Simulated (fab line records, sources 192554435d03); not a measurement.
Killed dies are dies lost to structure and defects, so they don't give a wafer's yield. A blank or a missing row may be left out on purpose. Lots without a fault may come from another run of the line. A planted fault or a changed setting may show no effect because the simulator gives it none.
fab line records | flow n5_finfet
record lots=7 wafers=39
route steps=1938 shown FIN_SAQP@96 HKMG_FIN@442 BEOL_M0_SAQP@658 BEOL_M3@972 BEOL_M9@1405 BEOL_M11@1587 BEOL_M14@1770
start_h: hours from the record's first day to the start of the lot's first wafer shown | wait_h: hours since the lot's step before | " the same as in the row above | L1.1+2: a row that stands for several wafers | - no value, or no start given | * or withheld: withheld | < > ~ a bound
route shown NAME@n: a module of which the file shows steps, and the number in the route of the first | usual: mean/standard deviation of fault-free wafers | same: alike in all rows | chamber/n: place in a boat | sites: the reading at each site | _std_site: their standard deviation | _edge_site: outer sites' mean less inner sites' | radius_mm: how far each site lies from the wafer's centre | mask NAME#n: copy n | behind: the tool/chamber that last shaped the wafer | hold: why the lot was held/for how many hours/how that ended | device: the transistor (n, p or np) that didn't switch | end of line: the same wafers' tests at the end of the route | a step without rows: its recipe alone | killed: dies lost to structure and defects at the first sort, not the wafer's yield | map: a wafer's dies, x killed, . not, _ none there
set.NAME: the setting as run; set.NAME@STEP: as run at that earlier step | model.NAME: the simulator's own value behind a step, which no gauge read
lots whose settings were changed on purpose; a table a step, a row a wafer
## steps
# step N5_FIN_SAQP_HM_DEP_03
# recipe material=SiNx target_thk_a=380 temp_c=400 precursor=SiH4/NH3/N2 pressure_torr=1.5 rf_w=300 time_s=33.6
# columns lot.wafer tool chamber start_h wait_h set.target_thk_a model.SiNx_of_FIN_SAQP_HM_DEP_03.thk_nm
L078.1 pecvd-03 0 47.13 0.2 380 37.81
L078.2 " 1 " " 380 37.42
L078.3 " 0 " " 380 38.5
L078.4 " 1 " " 380 37.82
L078.5 " 0 " " 380 38.87
L078.6 " 1 " " 380 37.59
L080.2 pecvd-01 0 57.73 0.2 380 38.07
L080.4 " 0 " " 380 38.75
L080.6 " 1 " " 380 38.8
L081.1 pecvd-03 0 62.64 0.2 380 38.41
L081.2 " 2 " " 380 37.62
L081.3 " 1 " " 380 38.19
L081.4 " 1 " " 380 38.58
L081.5 " 0 " " 380 39.25
L081.6 " 2 " " 380 38.21
L084.1 pecvd-02 0 81.16 0.3 493 48.34
L084.2 " 1 " " 493 48.67
L084.3 " 2 " " 380 38.14
L084.4 " 2 " " 380 38.4
L084.5 " 1 " " 493 49.91
L084.6 " 0 " " 380 38.05
L085.1 pecvd-01 0 87.14 0.2 380 37.18
L085.2 " 2 " " 380 36.73
L085.3 " 1 " " 572.2 56.51
L085.4 " 2 " " 572.2 56.94
L085.5 " 0 " " 380 37.9
L085.6 " 1 " " 572.2 56.98
L088.1 pecvd-03 0 105.04 0.2 380 37.88
L088.2 " 2 " " 380 37.68
L088.3 " 1 " " 380 37.13
L088.4+5 " 2,1 " " 380 37.82
L088.6 " 0 " " 380 38.54
L091.1 pecvd-02 1 122.61 0.2 380 37.71
L091.2 " 2 " " 380 38.22
L091.3 " 0 " " 254 25.56
L091.4 " 1 " " 254 25.85
L091.5 " 0 " " 254 25.34
L091.6 " 2 " " 380 39.02
# step N5_FIN_SAQP_THK_MEAS_05
# usual thk_nm=38.1/0.59
# columns lot.wafer tool chamber start_h wait_h set.target_thk_a@FIN_SAQP_HM_DEP_03 thk_nm
L078.1 film_metro-01 - 47.24 0.1 380 37.8
L078.2 " - " " 380 37.4
L078.3 " - " " 380 38.5
L078.4 " - " " 380 37.8
L078.5 " - " " 380 38.9
L078.6 " - " " 380 37.6
L080.2 film_metro-01 - 57.83 0.1 380 38.0
L080.4 " - " " 380 38.8
L080.6 " - " " 380 38.8
L081.1 film_metro-01 - 62.73 0.1 380 38.4
L081.2 " - " " 380 37.6
L081.3 " - " " 380 38.2
L081.4 " - " " 380 38.5
L081.5 " - " " 380 39.3
L081.6 " - " " 380 38.2
L084.1 film_metro-01 - 81.25 0.1 493 48.3
L084.2 " - " " 493 48.6
L084.3 " - " " 380 38.1
L084.4 " - " " 380 38.4
L084.5 " - " " 493 49.9
L084.6 " - " " 380 38.1
L085.1 film_metro-01 - 87.23 0.1 380 37.2
L085.2 " - " " 380 36.7
L085.3 " - " " 572.2 56.5
L085.4 " - " " 572.2 56.9
L085.5 " - " " 380 37.9
L085.6 " - " " 572.2 57.0
L088.1 film_metro-02 - 105.13 0.1 380 37.9
L088.2 " - " " 380 37.7
L088.3 " - " " 380 37.1
L088.4 " - " " 380 37.8
L088.5 " - " " 380 37.8
L088.6 " - " " 380 38.5
L091.1 film_metro-01 - 122.69 0.1 380 37.7
L091.2 " - " " 380 38.2
L091.3 " - " " 254 25.6
L091.4 " - " " 254 25.9
L091.5 " - " " 254 25.4
L091.6 " - " " 380 39.0
# step N5_FIN_SAQP_PECVD_47
# recipe material=a-Si target_thk_a=450 temp_c=400 precursor=SiH4/He pressure_torr=3 rf_w=100 time_s=36.3
# step N5_FIN_SAQP_PECVD_48
# recipe material=SiNx target_thk_a=250 temp_c=400 precursor=SiH4/NH3/N2 pressure_torr=1.5 rf_w=300 time_s=22.1
# step N5_FIN_SAQP_MANDREL2_REMOVE_60
# recipe chemistry=HBr/Cl2/O2 bt_time_s=10 target=a-Si stop_on=SiNx endpoint=OES-SiCl over_etch_frac=1 icp_w=600 bias_w=22 HBr_flow_sccm=150 Cl2_flow_sccm=80 O2_flow_sccm=5 pressure_mtorr=10
# step N5_FIN_SAQP_HM_OPEN_33
# recipe chemistry=CH3F/O2 target=SiNx mask_material=SiO2 target_depth_a=494 time_s=70.6 pressure_mtorr=30 source_w=395 bias_w=73 Ar_flow_sccm=150 CH3F_flow_sccm=30 O2_flow_sccm=20 ion_energy_ev=120 ends=cleared
# usual etch_rf_on_time_s=69.3/1.7
# columns lot.wafer tool chamber start_h wait_h set.target_thk_a@FIN_SAQP_HM_DEP_03 etch_rf_on_time_s model.etch.depth_nm
L078.1 rie_diel-05 2 52.34 0.0 380 68.9 37.12
L078.2 " 0 " " 380 68.3 36.79
L078.3 " 1 " " 380 68.4 37.87
L078.4 " 2 " " 380 69.6 37.18
L078.5 " 0 " " 380 71.4 38.18
L078.6 " 1 " " 380 68.0 36.96
L080.2 rie_diel-05 2 62.50 0.0 380 69.5 37.44
L080.4 " 1 " " 380 69.1 38.11
L080.6 " 2 " " 380 70.8 38.18
L081.1 rie_diel-02 1 67.71 0.0 380 69.3 37.52
L081.2 " 0 " " 380 66.1 36.99
L081.3 " 3 " " 380 69.1 37.56
L081.4 " 2 " " 380 68.6 37.82
L081.5 " 2 " " 380 70.0 38.36
L081.6 " 3 " " 380 68.8 37.44
L084.1 rie_diel-06 0 85.85 0.1 493 87.8 47.45
L084.2 " 2 " " 493 92.3 48.04
L084.3 " 1 " " 380 70.5 37.37
L084.4 " 3 " " 380 72.0 37.77
L084.5 " 3 " " 493 93.1 49.02
L084.6 " 2 " " 380 71.6 37.42
L085.1 rie_diel-02 3 92.26 0.0 380 67.8 36.55
L085.2 " 1 " " 380 67.9 36.04
L085.3 " 2 " " 572.2 103.2 55.89
L085.4 " 0 " " 572.2 102.6 56.25
L085.5 " 3 " " 380 69.5 37.27
L085.6 " 2 " " 572.2 103.6 56.35
L088.1 rie_diel-05 1 110.37 0.0 380 67.5 37.19
L088.2 " 3 " " 380 71.2 37.04
L088.3 " 0 " " 380 67.9 36.51
L088.4 " 2 " " 380 69.5 37.19
L088.5 " 1 " " 380 67.3 37.2
L088.6 " 0 " " 380 71.0 37.9
L091.1 rie_diel-06 2 127.08 0.0 380 67.5 36.94
L091.2 " 3 " " 380 70.9 37.33
L091.3 " 0 " " 254 45.6 24.94
L091.4 " 1 " " 254 47.5 25.22
L091.5 " 1 " " 254 46.4 24.57
L091.6 " 0 " " 380 70.3 38.39
# step N5_HKMG_FIN_ALD_91
# recipe material=TiN target_thk_a=10 temp_c=400 ald_precursor_family=TiCl4 ald_co_reactant=NH3 pulse_time_s=1 purge_time_s=3 co_reactant_purge_time_s=2 co_reactant_pulse_time_s=2 ald_cycles=47 pressure_torr=3
# columns lot.wafer tool chamber start_h wait_h set.ald_cycles model.TiN_of_HKMG_FIN_ALD_91.thk_nm
L078.1+5+6 ald_metal-04 1,1,0 102.08 0.3 47 1
L078.2+3+4 " 3,2,0 " " 31 0.6
L080.2+4+6 ald_metal-01 3,1,0 112.98 0.3 47 1
L081.1+3+6 ald_metal-01 0,2,1 119.62 0.3 47 1
L081.2+4+5 " 1,0,2 " " 23 0.4
L084.1+2+4 ald_metal-03 0,2,3 135.08 0.3 63 1.4
L084.3+5+6 " 1,2,3 " " 47 1
L085.1+4+6 ald_metal-01 2,2,0 144.51 0.3 47 1
L085.2+3+5 " 1,0,1 " " 69 1.4
L088.1+5+6 ald_metal-04 0,1,2 161.48 0.3 19 0.4
L088.2+3+4 " 1,2,3 " " 47 1
L091.1+3+4 ald_metal-04 0,3,1 179.78 0.3 47 1
L091.2+5+6 " 2,1,2 " " 62 1.4
# step N5_BEOL_M0_SAQP_MANDREL_ETCH_20
# recipe target_depth_a=600 chemistry=HBr/Cl2 target=a-Si stop_on=SiNx bt_time_s=10 mask_material=SOC over_etch_frac=0.5 time_s=30 pressure_mtorr=10 icp_w=800 bias_w=75 HBr_flow_sccm=150 Cl2_flow_sccm=80 ends=end_point
# usual oes_product_au=0.775/0.011
# columns lot.wafer tool chamber start_h wait_h set.target_depth_a oes_product_au model.SOC_of_BEOL_M0_SAQP_COAT_81.thk_nm model.SiNx_of_BEOL_M0_SAQP_PECVD_97.thk_nm
L078.1 rie_si-06 1 131.78 0.0 600 0.768 75 18
L078.2 " 0 " " 600 0.759 76.2 18.6
L078.3 " 3 " " 600 0.754 75.4 18.6
L078.4 " 2 " " 600 0.784 76 18.6
L078.5 " 0 " " 600 0.765 75.8 19
L078.6 " 1 " " 600 0.778 75 18.8
L080.2 rie_si-03 0 143.67 0.0 600 0.769 75.6 18
L080.4 " 2 " " 600 0.794 76 18.4
L080.6 " 1 " " 600 0.776 76.2 18.6
L081.1 rie_si-03 1 152.24 0.0 713.3 0.702 71.8 15.8
L081.2 " 2 " " 713.3 0.717 71.6 15.8
L081.3 " 3 " " 600 0.783 76.2 17.8
L081.4 " 0 " " 600 0.785 75.6 18.2
L081.5 " 3 " " 713.3 0.712 71.6 15.8
L081.6 " 0 " " 600 0.780 75.6 18.2
L084.1 rie_si-06 3 167.33 0.0 373.3 0.973 85.2 19.8
L084.2 " 1 " " 600 0.769 76 17.6
L084.3 " 0 " " 600 0.759 76.4 17.8
L084.4 " 2 " " 373.3 1.009 85.2 20.2
L084.5 " 3 " " 600 0.754 76.2 18.2
L084.6 " 2 " " 373.3 1.014 85.2 20
L085.1 rie_si-03 2 176.16 0.0 600 0.783 76.2 18
L085.2 " 3 " " 600 0.771 76 18.2
L085.3 " 1 " " 600 0.783 76 18.4
L085.4 " 0 " " 600 0.771 75.6 18.2
L085.5 " 3 " " 600 0.786 75.8 18.2
L085.6 " 2 " " 600 0.798 76.6 18.4
L088.1 rie_si-03 1 193.68 0.0 600 0.767 75.8 18.2
L088.2 " 3 " " 600 0.776 76 18
L088.3 " 0 " " 600 0.779 75.8 18.2
L088.4 " 1 " " 600 0.781 75.6 18.4
L088.5 " 3 " " 600 0.788 75.8 18.6
L088.6 " 0 " " 600 0.788 75.6 18.4
L091.1 rie_si-06 3 208.88 0.0 600 0.753 76 18
L091.2 " 1 " " 600 0.780 75.2 17.6
L091.3 " 0 " " 600 0.773 76 17.6
L091.4 " 2 " " 600 0.787 76.4 18
L091.5 " 3 " " 600 0.756 76 18
L091.6 " 2 " " 600 0.798 76.2 18
# step N5_BEOL_M0_SAQP_STRIP_86
# recipe chemistry=N2/H2 power_w=500 temp_c=40 pressure_mtorr=50 rf_frequency_hz=6e+07 overash_fraction=0.3 bias_power_w=28 h2_frac=0.5 n2_flow_sccm=300 h2_flow_sccm=300
# step N5_BEOL_M0_SAQP_STRIP_115
# recipe chemistry=post_etch_residue_remover time_s=60 temp_c=25 remover_ph=withheld remover_water_wt_pct=withheld remover_fluoride_wt_pct=withheld
# step N5_BEOL_M0_SAQP_RECESS_104
# recipe chemistry=HF/NH3 target=SiO2 target_depth_a=180 afs_cycles=3 temp_c=30 sublimation_temp_c=180 sublimation_time_s=60
# step N5_BEOL_M0_SAQP_COAT_105
# recipe resist=SOC temp_c=250 time_s=60 spin_rpm=1500 resist_thk_nm=100
# step N5_BEOL_M0_SAQP_ETCH_106
# recipe chemistry=N2/H2 target=SOC target_depth_a=1500 stop_on=SiNx ion_energy_ev=100 bias_w=61 pressure_mtorr=30 source_w=850 n2_flow_sccm=200 h2_flow_sccm=200
# columns lot.wafer tool chamber start_h wait_h set.target_depth_a@BEOL_M0_SAQP_MANDREL_ETCH_20 model.SiNx_of_BEOL_M0_SAQP_PECVD_97.thk_nm
L078.1 rie_diel-01 1 133.87 - 600 15
L078.2+3+4 " 2,0,3 " " 600 15.6
L078.5 " 1 " " 600 16
L078.6 " 0 " " 600 15.8
L080.2 rie_diel-01 2 145.67 - 600 15
L080.4+6 " 1,0 " " 600 15.6
L081.1+2+5 rie_diel-04 2,0,1 154.52 - 713.3 12.8
L081.3 " 3 " " 600 14.8
L081.4+6 " 1,2 " " 600 15.2
L084.1 rie_diel-03 1 169.84 - 373.3 16.8
L084.2 " 3 " " 600 14.6
L084.3 " 2 " " 600 15
L084.4 " 0 " " 373.3 17.2
L084.5 " 2 " " 600 15.2
L084.6 " 1 " " 373.3 17
L085.1 rie_diel-04 0 178.27 - 600 15
L085.2+4 " 1,3 " " 600 15.2
L085.3+5 " 2,1 " " 600 15.4
L085.6 " 0 " " 600 15.6
L088.1+3 rie_diel-03 3,2 195.99 - 600 15.2
L088.2 " 1 " " 600 15
L088.4 " 0 " " 600 15.4
L088.5+6 " 3,0 " " 600 15.6
L091.1+4+5+6 rie_diel-01 2,0,1,2 210.87 - 600 15
L091.2 " 1 " " 600 14.6
L091.3 " 3 " " 600 14.8
# step N5_BEOL_M3_ALD_98
# recipe material=SiO2 target_thk_a=25 temp_c=100 ald_precursor_family=BDEAS ald_co_reactant=O2-plasma pulse_time_s=1 co_reactant_pulse_time_s=1 purge_time_s=2 co_reactant_purge_time_s=2 ald_cycles=17 pressure_torr=2
# columns lot.wafer tool chamber start_h wait_h set.ald_cycles model.SiO2_of_BEOL_M3_ALD_98.thk_nm
L078.1+3+4 ald_sin-04 3,1,2 168.05 0.6 11 1.6
L078.2+5+6 " 0,3,0 " " 17 2.6
L080.2+4+6 ald_sin-04 1,0,2 177.79 0.1 17 2.6
L081.1+2+3+4+5+6 ald_sin-01 1,2,3,0,3,2 187.28 0.1 17 2.4
L084.1 ald_sin-04 3 203.65 0.1 17 2.4
L084.2+4+6 " 1,2,3 " " 24 3.6
L084.3+5 " 0,2 " " 17 2.6
L085.1+5 ald_sin-01 1,2 212.93 0.1 17 2.6
L085.2+3+4 " 3,2,0 " " 7 1
L085.6 " 3 " " 17 2.4
L088.1+2+4 ald_sin-04 1,3,2 236.38 0.1 13 2
L088.3 " 0 " " 17 2.4
L088.5+6 " 1,2 " " 17 2.6
L091.1+2+5 ald_sin-04 1,2,2 242.39 0.2 14 2
L091.3+4 " 3,0 " " 17 2.6
L091.6 " 3 " " 17 2.4
# step N5_BEOL_M9_HM_DEP_02
# recipe material=TiN target_thk_a=200 temp_c=25 chamber_pressure_pa=0.49996
# columns lot.wafer tool chamber start_h wait_h set.target_thk_a model.TiN_of_BEOL_M9_HM_DEP_02.thk_nm
L078.1 pvd_sputter-03 - 228.29 1.2 200 19.8
L078.2 " - " " 286.4 28.2
L078.3 " - " " 200 20
L078.4 " - " " 286.4 28.4
L078.5 " - " " 200 19.6
L078.6 " - " " 286.4 28.8
L080.2+4 pvd_sputter-02 - 245.92 2.1 200 20
L080.6 " - " " 200 20.2
L081.1+6 pvd_sputter-02 - 246.02 1.6 127.5 12.6
L081.2+4 " - " " 200 20
L081.3 " - " " 200 20.2
L081.5 " - " " 127.5 12.8
L084.1 pvd_sputter-01 - 264.66 1.8 299.1 29.8
L084.2+5 " - " " 299.1 29.6
L084.3+6 " - " " 200 20
L084.4 " - " " 200 20.2
L085.1+2 pvd_sputter-01 - 282.48 4.1 200 20.2
L085.3 " - " " 95.43 10
L085.4 " - " " 95.43 9.6
L085.5 " - " " 200 20.4
L085.6 " - " " 95.43 9.8
L088.1+3+4 pvd_sputter-03 - 306.51 1.2 200 20.2
L088.2+5 " - " " 200 20.4
L088.6 " - " " 200 20
L091.1 pvd_sputter-03 - 309.63 2.2 264.9 26.6
L091.2+4 " - " " 200 19.8
L091.3 " - " " 200 19.6
L091.5 " - " " 264.9 26.4
L091.6 " - " " 264.9 26.2
# step N5_BEOL_M9_COAT_59
# recipe resist=SOC temp_c=250 time_s=60 spin_rpm=1500 resist_thk_nm=100
# step N5_BEOL_M9_COAT_60
# recipe resist=SiARC temp_c=220 time_s=60 spin_rpm=1500 resist_thk_nm=30
# step N5_BEOL_M9_STRIP_68
# recipe chemistry=N2/H2 temp_c=40 n2_flow_sccm=200 h2_flow_sccm=200 rf_frequency_hz=6e+07
# step N5_BEOL_M9_STRIP_67
# recipe chemistry=CF4 resist=SiARC power_w=300 bias_power_w=75 pressure_mtorr=50 cf4_flow_sccm=150 rf_frequency_hz=6e+07
# step N5_BEOL_M9_HM_OPEN_17
# recipe chemistry=Cl2/BCl3 target_depth_a=200 overetch_a=60 target=TiN mask_material=SOC ion_energy_ev=150 pressure_mtorr=10 icp_w=1000 bias_w=126 Cl2_flow_sccm=53.25 bcl3_flow_sccm=21.75 Ar_flow_sccm=25
# columns lot.wafer tool chamber start_h wait_h set.target_thk_a@BEOL_M9_HM_DEP_02 model.etch.depth_nm
L078.1 rie_metal-03 1 229.64 0.0 200 19.86
L078.2 " 0 " " 286.4 25.73
L078.3 " 0 " " 200 20.1
L078.4 " 1 " " 286.4 26.52
L078.5 " 1 " " 200 19.67
L078.6 " 0 " " 286.4 25.75
L080.2 rie_metal-02 1 246.79 0.0 200 19.95
L080.4 " 0 " " 200 20.06
L080.6 " 1 " " 200 20.17
L081.1 rie_metal-03 0 247.23 0.0 127.5 12.56
L081.2 " 1 " " 200 20.03
L081.3 " 0 " " 200 20.14
L081.4 " 1 " " 200 19.94
L081.5 " 0 " " 127.5 12.83
L081.6 " 1 " " 127.5 12.69
L084.1 rie_metal-03 0 265.60 0.0 299.1 25.87
L084.2 " 1 " " 299.1 26.9
L084.3 " 1 " " 200 19.92
L084.4 " 0 " " 200 20.22
L084.5 " 1 " " 299.1 26.56
L084.6 " 0 " " 200 20.02
L085.1 rie_metal-02 1 283.21 0.0 200 20.18
L085.2 " 0 " " 200 20.24
L085.3 " 0 " " 95.43 9.942
L085.4 " 1 " " 95.43 9.571
L085.5 " 0 " " 200 20.48
L085.6 " 1 " " 95.43 9.811
L088.1+4 rie_metal-01 1,0 307.60 0.0 200 20.17
L088.2 " 0 " " 200 20.45
L088.3 " 1 " " 200 20.25
L088.5 " 0 " " 200 20.43
L088.6 " 1 " " 200 19.99
L091.1 rie_metal-03 0 310.49 0.0 264.9 25.93
L091.2 " 1 " " 200 19.77
L091.3 " 1 " " 200 19.63
L091.4 " 0 " " 200 19.72
L091.5 " 0 " " 264.9 25.98
L091.6 " 1 " " 264.9 26.14
# step N5_BEOL_M11_CURE_72
# recipe temp_c=370 time_s=120 ambient=DMADMS/He material=SiCOH_lowk
# usual lamp_power_pct=52.31/0.055
# columns lot.wafer tool chamber start_h wait_h set.time_s lamp_power_pct
L078.1 uv_cure-03 1 247.85 0.0 120 52.31
L078.2 " 1 " " 120 52.25
L078.3 " 1 " " 158.4 50.65
L078.4 " 1 " " 158.4 50.74
L078.5 " 1 " " 158.4 50.77
L078.6 " 1 " " 120 52.32
L081.1 uv_cure-03 2 265.04 0.0 120 52.26
L081.2 " 2 " " 120 52.26
L081.3 " 2 " " 120 52.38
L081.4 " 2 " " 120 52.30
L081.5 " 2 " " 120 52.23
L081.6 " 2 " " 120 52.26
L080.2 uv_cure-01 1 269.53 0.1 120 52.37
L080.4 " 1 " " 120 52.35
L080.6 " 1 " " 120 52.30
L084.1 uv_cure-02 2 292.11 0.7 120 52.36
L084.2 " 2 " " 120 52.37
L084.3 " 2 " " 120 52.23
L084.4 " 2 " " 84.86 52.41
L084.5 " 2 " " 84.86 52.24
L084.6 " 2 " " 84.86 52.36
L085.1 uv_cure-02 2 302.64 0.0 120 52.25
L085.2 " 2 " " 155.8 52.38
L085.3 " 2 " " 155.8 52.31
L085.4 " 2 " " 155.8 52.39
L085.5 " 2 " " 120 52.30
L085.6 " 2 " " 120 52.34
L088.1 uv_cure-03 2 334.73 0.0 166 50.41
L088.2 " 2 " " 120 52.37
L088.3 " 2 " " 166 50.45
L088.4 " 2 " " 166 50.34
L088.5 " 2 " " 120 52.37
L088.6 " 2 " " 120 52.37
L091.1 uv_cure-02 1 335.00 0.0 149.3 51.00
L091.2 " 1 " " 149.3 51.13
L091.3 " 1 " " 149.3 51.05
L091.4 " 1 " " 120 52.39
L091.5 " 1 " " 120 52.26
L091.6 " 1 " " 120 52.34
# step N5_BEOL_M14_DEP_53
# recipe material=SiCN target_thk_a=500 temp_c=withheld precursor=3MS/NH3 pressure_torr=3 rf_w=675 time_s=17.8
# columns lot.wafer tool chamber start_h wait_h set.target_thk_a model.SiCN_of_BEOL_M14_DEP_53.thk_nm
L078.1 pecvd-02 1 266.86 0.0 500 49.6
L078.2 " 0 " " 786 78.8
L078.3 " 2 " " 786 78.6
L078.4 " 1 " " 786 79.6
L078.5 " 2 " " 500 51.2
L078.6 " 0 " " 500 50.8
L081.1+5 pecvd-02 2,1 292.21 0.0 500 49.8
L081.2 " 0 " " 750.4 74.6
L081.3 " 1 " " 750.4 73.6
L081.4 " 0 " " 500 50
L081.6 " 2 " " 750.4 75.2
L080.2+4 pecvd-01 2,0 298.06 0.0 500 50.6
L080.6 " 1 " " 500 50.2
L084.1 pecvd-01 1 314.06 0.0 387.6 39
L084.2 " 2 " " 387.6 39.6
L084.3 " 0 " " 500 50
L084.4 " 2 " " 500 51.8
L084.5 " 1 " " 500 50.6
L084.6 " 0 " " 387.6 39.4
L085.1+6 pecvd-03 2 323.98 0.0 203.8 20.6
L085.2 " 1 " " 203.8 20.2
L085.3 " 0 " " 500 49.4
L085.4+5 " 0,1 " " 500 50
L088.1 pecvd-01 2 352.77 0.0 500 50.8
L088.2 " 1 " " 500 49.8
L088.3 " 0 " " 306.8 30.6
L088.4 " 1 " " 306.8 31.6
L088.5 " 0 " " 306.8 31.2
L088.6 " 2 " " 500 51.6
L091.1 pecvd-03 1 361.49 0.0 232 22.8
L091.2+4 " 2 " " 500 50.8
L091.3 " 1 " " 232 23.4
L091.5 " 1 " " 500 50
L091.6 " 2 " " 232 23.6
## key
split step=N5_FIN_SAQP_HM_DEP_03 setting=target_thk_a stated=380 by=wafer
response step=N5_FIN_SAQP_HM_DEP_03 reading=model.SiNx_of_FIN_SAQP_HM_DEP_03.thk_nm change=+0.381 per=1% r=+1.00
response step=N5_FIN_SAQP_THK_MEAS_05 reading=thk_nm change=* per=1% r=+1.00
response step=N5_FIN_SAQP_HM_OPEN_33 reading=etch_rf_on_time_s change=* per=1% r=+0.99
response step=N5_FIN_SAQP_HM_OPEN_33 reading=model.etch.depth_nm change=+0.38 per=1% r=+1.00
split step=N5_HKMG_FIN_ALD_91 setting=ald_cycles stated=47 by=wafer
response step=N5_HKMG_FIN_ALD_91 reading=model.TiN_of_HKMG_FIN_ALD_91.thk_nm change=+0.0107 per=1% r=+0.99
split step=N5_BEOL_M0_SAQP_MANDREL_ETCH_20 setting=target_depth_a stated=600 by=wafer
response step=N5_BEOL_M0_SAQP_MANDREL_ETCH_20 reading=oes_product_au change=-0.0058 per=1% r=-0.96
response step=N5_BEOL_M0_SAQP_MANDREL_ETCH_20 reading=model.SOC_of_BEOL_M0_SAQP_COAT_81.thk_nm change=-0.234 per=1% r=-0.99
response step=N5_BEOL_M0_SAQP_MANDREL_ETCH_20 reading=model.SiNx_of_BEOL_M0_SAQP_PECVD_97.thk_nm change=-0.0692 per=1% r=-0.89
response step=N5_BEOL_M0_SAQP_ETCH_106 reading=model.SiNx_of_BEOL_M0_SAQP_PECVD_97.thk_nm change=-0.0678 per=1% r=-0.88
split step=N5_BEOL_M3_ALD_98 setting=ald_cycles stated=17 by=wafer
response step=N5_BEOL_M3_ALD_98 reading=model.SiO2_of_BEOL_M3_ALD_98.thk_nm change=+0.0263 per=1% r=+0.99
split step=N5_BEOL_M9_HM_DEP_02 setting=target_thk_a stated=200 by=wafer
response step=N5_BEOL_M9_HM_DEP_02 reading=model.TiN_of_BEOL_M9_HM_DEP_02.thk_nm change=+0.2 per=1% r=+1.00
response step=N5_BEOL_M9_HM_OPEN_17 reading=model.etch.depth_nm change=+0.17 per=1% r=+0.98
split step=N5_BEOL_M11_CURE_72 setting=time_s stated=120 by=wafer
response step=N5_BEOL_M11_CURE_72 reading=lamp_power_pct shape=bent at_lowest=* at_stated=* at_highest=*
split step=N5_BEOL_M14_DEP_53 setting=target_thk_a stated=500 by=wafer
response step=N5_BEOL_M14_DEP_53 reading=model.SiCN_of_BEOL_M14_DEP_53.thk_nm change=+0.5 per=1% r=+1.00
